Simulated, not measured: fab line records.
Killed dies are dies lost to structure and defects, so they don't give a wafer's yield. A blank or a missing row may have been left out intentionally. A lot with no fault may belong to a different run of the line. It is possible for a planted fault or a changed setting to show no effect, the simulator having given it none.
Matching of chambers -- flow n5-finfet -- 4 sister chambers for N5_HKMG_FIN_ETCH_35 on rie-diel-04
The step etches SOC in N2/H2, target depth 215.8 nm, time 243.4 s. 22 wafers are shown with their chamber, then 11 later ones without.

## WAFERS WITH THEIR CHAMBER
wafer,chamber,showerhead-plenum-p-Torr (Torr),oes-product-au (a.u.),rf-vpp-V (V)
L074.2,0,2.66,0.72,142.4
L074.3,3,2.63,0.69,143.7
L074.5,3,2.63,0.69,141.7
L077.1,2,2.39,0.68,140.1
L077.2,3,2.63,0.69,142.3
L077.5,3,2.63,0.69,141.9
L080.1,1,2.55,0.79,141.4
L080.3,2,2.39,0.68,140.1
L080.4,0,2.66,0.71,142.5
L082.1,2,2.39,0.68,141.8
L082.2,1,2.55,0.78,140.8
L082.5,1,2.55,0.78,141.7
L083.1,0,2.66,0.71,143.2
L083.2,1,2.55,0.78,141.1
L083.5,1,2.55,0.79,140.1
L084.2,0,2.65,0.70,143.0
L084.4,3,2.62,0.97,142.2
L084.6,0,2.65,0.71,141.7
L089.1,3,2.62,0.91,143.4
L089.3,1,2.55,0.77,141.2
L089.5,0,2.65,0.69,142.3
L092.3,3,2.61,0.91,143.0

SIGNATURES, as means of the wafers listed above
reading,chamber 0,chamber 1,chamber 2,chamber 3,scatter within a chamber
showerhead-plenum-p-Torr,2.6550,2.5500,2.3900,2.6243,0.00538
oes-product-au,0.7067,0.7817,0.6800,0.7929,0.0753
rf-vpp-V,142.517,141.050,140.667,142.600,0.685
Rule: a wafer's distance from a chamber is the root of the sum, over the readings, of the square of ((its reading less the chamber's mean) divided by the reading's scatter). If the next closest chamber is less than 2 further off than the closest, the wafer can't be placed; otherwise it belongs to the closest. The scatter: the root of (the sum of the squares of (reading less its chamber's mean) over the shown wafers, divided by (wafers less chambers)).

## WAFERS WITHOUT THEIR CHAMBER
wafer,showerhead-plenum-p-Torr (Torr),oes-product-au (a.u.),rf-vpp-V (V)
L092.4,2.65,0.70,142.6
L092.5,2.54,0.76,142.5
L093.1,2.54,0.76,139.4
L093.3,2.61,0.89,142.0
L093.5,2.70,0.93,142.3
L096.3,2.64,0.69,141.3
L096.5,2.64,0.70,142.4
L096.6,2.61,0.89,142.5
L097.1,2.64,0.69,140.6
L097.3,2.54,0.75,140.9
L097.5,2.54,0.75,142.1

## EACH ONE'S CHAMBER
wafer,from the rows above,in truth
L092.4,0,0
L092.5,1,1
L093.1,1,1
L093.3,3,3
L093.5,0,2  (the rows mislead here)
L096.3,can't be placed: 0 or 3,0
L096.5,can't be placed: 0 or 3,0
L096.6,3,3
L097.1,can't be placed: 0 or 3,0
L097.3,1,1
L097.5,1,1
Correct placement for 7 of the 11. Cannot be placed on the basis of these rows: 3; the candidates contain the true chamber in 3. Number placed wrongly: 1.
